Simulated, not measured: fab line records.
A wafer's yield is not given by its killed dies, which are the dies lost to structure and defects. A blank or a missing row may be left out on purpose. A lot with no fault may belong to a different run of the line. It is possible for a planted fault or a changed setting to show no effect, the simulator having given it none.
Chamber matching | flow nand harc | NHARC_A_SGD_CUT_DESCUM_14 on rie diel-09 has 4 sister chambers
The step chemistry O2, time 3 s. 16 wafers are shown with their chamber, then 8 later ones without.

## WAFERS, EACH WITH ITS CHAMBER
wafer  | chamber | showerhead plenum p Torr (Torr) | oes product au (a.u.) | rf vpp V (V)
L079.2 | 1       | 1.94                            | 1.003                 | 58.9
L079.3 | 0       | 2.02                            | 0.998                 | 58.8
L079.5 | 1       | 1.94                            | 1.005                 | 57.2
L082.1 | 2       | 1.83                            | 1.012                 | 56.6
L082.2 | 3       | 1.93                            | 0.995                 | 57.4
L082.3 | 1       | 1.94                            | 1.012                 | 58.8
L082.4 | 0       | 2.02                            | 0.982                 | 58.3
L082.5 | 1       | 1.94                            | 1.008                 | 59.3
L082.6 | 0       | 2.02                            | 0.987                 | 59.3
L084.1 | 0       | 2.02                            | 0.994                 | 56.8
L084.4 | 1       | 1.94                            | 0.992                 | 57.8
L084.6 | 1       | 1.94                            | 0.991                 | 56.5
L088.3 | 3       | 1.92                            | 0.985                 | 57.1
L088.4 | 1       | 1.94                            | 1.001                 | 58.7
L088.5 | 3       | 1.92                            | 0.987                 | 57.2
L088.1 | 2       | 1.83                            | 1.006                 | 57.1

SIGNATURES (averages over the wafers above)
reading                  | chamber 0 | chamber 1 | chamber 2 | chamber 3 | scatter within a chamber
showerhead plenum p Torr | 2.0200    | 1.9400    | 1.8300    | 1.9233    | 0.00236
oes product au           | 0.99025   | 1.00171   | 1.00900   | 0.98900   | 0.00704
rf vpp V                 | 58.300    | 58.171    | 56.850    | 57.233    | 0.914
Rule: a wafer's distance from a chamber is the root of the sum, over the readings, of the square of ((its reading less the chamber's mean) divided by the reading's scatter). If the next closest chamber is less than 2 further off than the closest, the wafer can't be placed; otherwise it belongs to the closest. The scatter is the square root of a quotient: the sum, over the shown wafers, of each reading's squared deviation from its chamber's mean, divided by wafers minus chambers.

## WAFERS WITHOUT THEIR CHAMBER
wafer  | showerhead plenum p Torr (Torr) | oes product au (a.u.) | rf vpp V (V)
L088.2 | 2.02                            | 0.992                 | 58.5
L088.6 | 2.02                            | 0.998                 | 59.1
L092.2 | 1.92                            | 0.993                 | 57.8
L092.3 | 2.02                            | 0.988                 | 57.8
L092.6 | 1.92                            | 0.998                 | 57.6
L095.2 | 1.83                            | 1.005                 | 57.2
L095.5 | 1.94                            | 1.000                 | 57.5
L095.6 | 1.83                            | 0.995                 | 57.0

## WHICH CHAMBER EACH ONE RAN IN
wafer  | from the rows above | in truth
L088.2 | 0                   | 0
L088.6 | 0                   | 0
L092.2 | 3                   | 3
L092.3 | 0                   | 0
L092.6 | 3                   | 3
L095.2 | 2                   | 2
L095.5 | 1                   | 1
L095.6 | 2                   | 2
Correctly placed: 8 of 8. From these rows, 0 cannot be placed. Number placed wrongly: 0.
